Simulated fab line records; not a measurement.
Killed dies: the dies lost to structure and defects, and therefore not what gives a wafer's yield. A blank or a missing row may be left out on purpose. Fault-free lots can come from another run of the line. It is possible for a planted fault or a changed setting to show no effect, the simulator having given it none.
Split-lot study :: flow n5_finfet :: 39 wafers read across 7 lots, on a route 1938 steps long

== THE SPLIT ==
At N5_BEOL_M13_DEP_53 (deposits SiCN from 3MS/NH3, target thk 50 nm, time 17.8 s), the setting target_thk_a was moved away from the recipe's 500 angstrom on 6 of the 39 wafers read, by -54.3% to -28.9%. For the rest of the wafers, this setting stayed at what the recipe calls for.

Reading taken at the split's own step.

== THE READING ==
SiCN_of_BEOL_M13_DEP_53.thk_nm (the simulator's own value, which no gauge read), in nm, at N5_BEOL_M13_DEP_53 (deposits SiCN from 3MS/NH3, target thk 50 nm, time 17.8 s). The file does not state a usual value for it. Across the 33 wafers here that went through the recipe, the average is 50.0 nm and the standard deviation 0.52 nm.

wafer: L076.1
tool, chamber at the split: pecvd-02, 2
target_thk_a as run, angstrom: 500
against the recipe: recipe
SiCN_of_BEOL_M13_DEP_53.thk_nm, nm: 49.8
against lot-mates on the recipe: -

wafer: L076.2
tool, chamber at the split: pecvd-02, 1
target_thk_a as run, angstrom: 500
against the recipe: recipe
SiCN_of_BEOL_M13_DEP_53.thk_nm, nm: 49.2
against lot-mates on the recipe: -

wafer: L076.3
tool, chamber at the split: pecvd-02, 0,1
target_thk_a as run, angstrom: 500
against the recipe: recipe
SiCN_of_BEOL_M13_DEP_53.thk_nm, nm: 49.6
against lot-mates on the recipe: -

wafer: L076.5
tool, chamber at the split: pecvd-02, 0,1
target_thk_a as run, angstrom: 500
against the recipe: recipe
SiCN_of_BEOL_M13_DEP_53.thk_nm, nm: 49.6
against lot-mates on the recipe: -

wafer: L076.4
tool, chamber at the split: pecvd-02, 0
target_thk_a as run, angstrom: 500
against the recipe: recipe
SiCN_of_BEOL_M13_DEP_53.thk_nm, nm: 50.8
against lot-mates on the recipe: -

wafer: L076.6
tool, chamber at the split: pecvd-02, 2
target_thk_a as run, angstrom: 500
against the recipe: recipe
SiCN_of_BEOL_M13_DEP_53.thk_nm, nm: 51.2
against lot-mates on the recipe: -

wafer: L078.1
tool, chamber at the split: pecvd-04, 0
target_thk_a as run, angstrom: 500
against the recipe: recipe
SiCN_of_BEOL_M13_DEP_53.thk_nm, nm: 50
against lot-mates on the recipe: -

wafer: L078.2
tool, chamber at the split: pecvd-04, 1
target_thk_a as run, angstrom: 228.7
against the recipe: -54.3%
SiCN_of_BEOL_M13_DEP_53.thk_nm, nm: 23
against lot-mates on the recipe: -27.0

wafer: L078.3
tool, chamber at the split: pecvd-04, 2
target_thk_a as run, angstrom: 500
against the recipe: recipe
SiCN_of_BEOL_M13_DEP_53.thk_nm, nm: 49.6
against lot-mates on the recipe: -

wafer: L078.4
tool, chamber at the split: pecvd-04, 1
target_thk_a as run, angstrom: 500
against the recipe: recipe
SiCN_of_BEOL_M13_DEP_53.thk_nm, nm: 50.4
against lot-mates on the recipe: -

wafer: L078.5
tool, chamber at the split: pecvd-04, 2
target_thk_a as run, angstrom: 228.7
against the recipe: -54.3%
SiCN_of_BEOL_M13_DEP_53.thk_nm, nm: 23.2
against lot-mates on the recipe: -26.8

wafer: L078.6
tool, chamber at the split: pecvd-04, 0
target_thk_a as run, angstrom: 228.7
against the recipe: -54.3%
SiCN_of_BEOL_M13_DEP_53.thk_nm, nm: 23.6
against lot-mates on the recipe: -26.4

wafer: L081.1
tool, chamber at the split: pecvd-01, 0
target_thk_a as run, angstrom: 500
against the recipe: recipe
SiCN_of_BEOL_M13_DEP_53.thk_nm, nm: 49.8
against lot-mates on the recipe: -

wafer: L081.2
tool, chamber at the split: pecvd-01, 2
target_thk_a as run, angstrom: 500
against the recipe: recipe
SiCN_of_BEOL_M13_DEP_53.thk_nm, nm: 50
against lot-mates on the recipe: -

wafer: L081.3
tool, chamber at the split: pecvd-01, 1
target_thk_a as run, angstrom: 500
against the recipe: recipe
SiCN_of_BEOL_M13_DEP_53.thk_nm, nm: 49
against lot-mates on the recipe: -

wafer: L081.4
tool, chamber at the split: pecvd-01, 2
target_thk_a as run, angstrom: 500
against the recipe: recipe
SiCN_of_BEOL_M13_DEP_53.thk_nm, nm: 51
against lot-mates on the recipe: -

wafer: L081.5
tool, chamber at the split: pecvd-01, 0
target_thk_a as run, angstrom: 500
against the recipe: recipe
SiCN_of_BEOL_M13_DEP_53.thk_nm, nm: 50.4
against lot-mates on the recipe: -

wafer: L081.6
tool, chamber at the split: pecvd-01, 1
target_thk_a as run, angstrom: 500
against the recipe: recipe
SiCN_of_BEOL_M13_DEP_53.thk_nm, nm: 50.2
against lot-mates on the recipe: -

wafer: L074.1
tool, chamber at the split: pecvd-01, 2,0,1
target_thk_a as run, angstrom: 500
against the recipe: recipe
SiCN_of_BEOL_M13_DEP_53.thk_nm, nm: 49.8
against lot-mates on the recipe: -

wafer: L074.3
tool, chamber at the split: pecvd-01, 2,0,1
target_thk_a as run, angstrom: 500
against the recipe: recipe
SiCN_of_BEOL_M13_DEP_53.thk_nm, nm: 49.8
against lot-mates on the recipe: -

wafer: L074.4
tool, chamber at the split: pecvd-01, 2,0,1
target_thk_a as run, angstrom: 500
against the recipe: recipe
SiCN_of_BEOL_M13_DEP_53.thk_nm, nm: 49.8
against lot-mates on the recipe: -

wafer: L074.2
tool, chamber at the split: pecvd-01, 1
target_thk_a as run, angstrom: 500
against the recipe: recipe
SiCN_of_BEOL_M13_DEP_53.thk_nm, nm: 49.6
against lot-mates on the recipe: -

wafer: L074.5
tool, chamber at the split: pecvd-01, 2,0
target_thk_a as run, angstrom: 500
against the recipe: recipe
SiCN_of_BEOL_M13_DEP_53.thk_nm, nm: 50.4
against lot-mates on the recipe: -

wafer: L074.6
tool, chamber at the split: pecvd-01, 2,0
target_thk_a as run, angstrom: 500
against the recipe: recipe
SiCN_of_BEOL_M13_DEP_53.thk_nm, nm: 50.4
against lot-mates on the recipe: -

wafer: L084.1
tool, chamber at the split: pecvd-02, 1
target_thk_a as run, angstrom: 500
against the recipe: recipe
SiCN_of_BEOL_M13_DEP_53.thk_nm, nm: 49.6
against lot-mates on the recipe: -

wafer: L084.2
tool, chamber at the split: pecvd-02, 0
target_thk_a as run, angstrom: 500
against the recipe: recipe
SiCN_of_BEOL_M13_DEP_53.thk_nm, nm: 49.8
against lot-mates on the recipe: -

wafer: L084.3
tool, chamber at the split: pecvd-02, 1
target_thk_a as run, angstrom: 500
against the recipe: recipe
SiCN_of_BEOL_M13_DEP_53.thk_nm, nm: 50
against lot-mates on the recipe: -

wafer: L084.5
tool, chamber at the split: pecvd-02, 1
target_thk_a as run, angstrom: 500
against the recipe: recipe
SiCN_of_BEOL_M13_DEP_53.thk_nm, nm: 50
against lot-mates on the recipe: -

wafer: L084.4
tool, chamber at the split: pecvd-02, 0
target_thk_a as run, angstrom: 500
against the recipe: recipe
SiCN_of_BEOL_M13_DEP_53.thk_nm, nm: 50.2
against lot-mates on the recipe: -

wafer: L084.6
tool, chamber at the split: pecvd-02, 0
target_thk_a as run, angstrom: 500
against the recipe: recipe
SiCN_of_BEOL_M13_DEP_53.thk_nm, nm: 51
against lot-mates on the recipe: -

wafer: L083.1
tool, chamber at the split: pecvd-02, 1
target_thk_a as run, angstrom: 355.3
against the recipe: -28.9%
SiCN_of_BEOL_M13_DEP_53.thk_nm, nm: 34.2
against lot-mates on the recipe: -15.5

wafer: L083.2
tool, chamber at the split: pecvd-02, 0
target_thk_a as run, angstrom: 500
against the recipe: recipe
SiCN_of_BEOL_M13_DEP_53.thk_nm, nm: 49.2
against lot-mates on the recipe: -

wafer: L083.3
tool, chamber at the split: pecvd-02, 0
target_thk_a as run, angstrom: 355.3
against the recipe: -28.9%
SiCN_of_BEOL_M13_DEP_53.thk_nm, nm: 35.8
against lot-mates on the recipe: -13.9

wafer: L083.4
tool, chamber at the split: pecvd-02, 1
target_thk_a as run, angstrom: 355.3
against the recipe: -28.9%
SiCN_of_BEOL_M13_DEP_53.thk_nm, nm: 34.6
against lot-mates on the recipe: -15.1

wafer: L083.5
tool, chamber at the split: pecvd-02, 0
target_thk_a as run, angstrom: 500
against the recipe: recipe
SiCN_of_BEOL_M13_DEP_53.thk_nm, nm: 50.2
against lot-mates on the recipe: -

wafer: L083.6
tool, chamber at the split: pecvd-02, 1
target_thk_a as run, angstrom: 500
against the recipe: recipe
SiCN_of_BEOL_M13_DEP_53.thk_nm, nm: 49.6
against lot-mates on the recipe: -

wafer: L092.1
tool, chamber at the split: pecvd-04, 0
target_thk_a as run, angstrom: 500
against the recipe: recipe
SiCN_of_BEOL_M13_DEP_53.thk_nm, nm: 50
against lot-mates on the recipe: -

wafer: L092.4
tool, chamber at the split: pecvd-04, 0
target_thk_a as run, angstrom: 500
against the recipe: recipe
SiCN_of_BEOL_M13_DEP_53.thk_nm, nm: 50
against lot-mates on the recipe: -

wafer: L092.5
tool, chamber at the split: pecvd-04, 1
target_thk_a as run, angstrom: 500
against the recipe: recipe
SiCN_of_BEOL_M13_DEP_53.thk_nm, nm: 50.8
against lot-mates on the recipe: -
Rows listing several chambers each stand for several wafers; the file does not say which wafer went through which chamber.

FIT RESULTS
A straight line over all 39 wafers: SiCN_of_BEOL_M13_DEP_53.thk_nm changes by +0.499 nm for each +1% of target_thk_a; r = +1.00; the points scatter about the line by 0.58 nm.
The same after taking each lot's own level away (the mean of its wafers on the recipe; 39 wafers): +0.496 nm for each +1%; r = +1.00; scatter 0.53 nm.
Per that fit: largest target_thk_a move, reading shift of 27 nm.
Across the lots, their own levels run from 49.67 to 50.27 nm, a range of 1.2 times the standard deviation given above.
The two slopes agree, so the slope changes little with the lot-to-lot level.
Check: for one of the wafers moved furthest among these (-54.3%), held out of the fit, the line's prediction against its lot-mates is -26.9 nm. Against them it came out at -27 nm.

== THE OTHER SPLITS THESE WAFERS WENT THROUGH ==
Note: prior to the reading, these wafers also went through further splits. Each is held against what the fit with the lots' levels taken away leaves over:
other split on the same wafers: N5_BEOL_M1_DEP_57 target_thk_a
wafers away from the commonest value: 15
r with SiCN_of_BEOL_M13_DEP_53.thk_nm (lot level and that fit taken away): +0.22

other split on the same wafers: N5_BEOL_M4_ILD_DEP_00 time_s
wafers away from the commonest value: 15
r with SiCN_of_BEOL_M13_DEP_53.thk_nm (lot level and that fit taken away): +0.19

other split on the same wafers: N5_BEOL_M5_ALD_86 ald_cycles
wafers away from the commonest value: 15
r with SiCN_of_BEOL_M13_DEP_53.thk_nm (lot level and that fit taken away): +0.08

other split on the same wafers: N5_BEOL_M10_DEVELOP_27 develop_time_s
wafers away from the commonest value: 15
r with SiCN_of_BEOL_M13_DEP_53.thk_nm (lot level and that fit taken away): +0.24

== THE FILE'S OWN FIT ==
SiCN_of_BEOL_M13_DEP_53.thk_nm changes by +0.497 nm for each +1% of target_thk_a, r = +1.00.
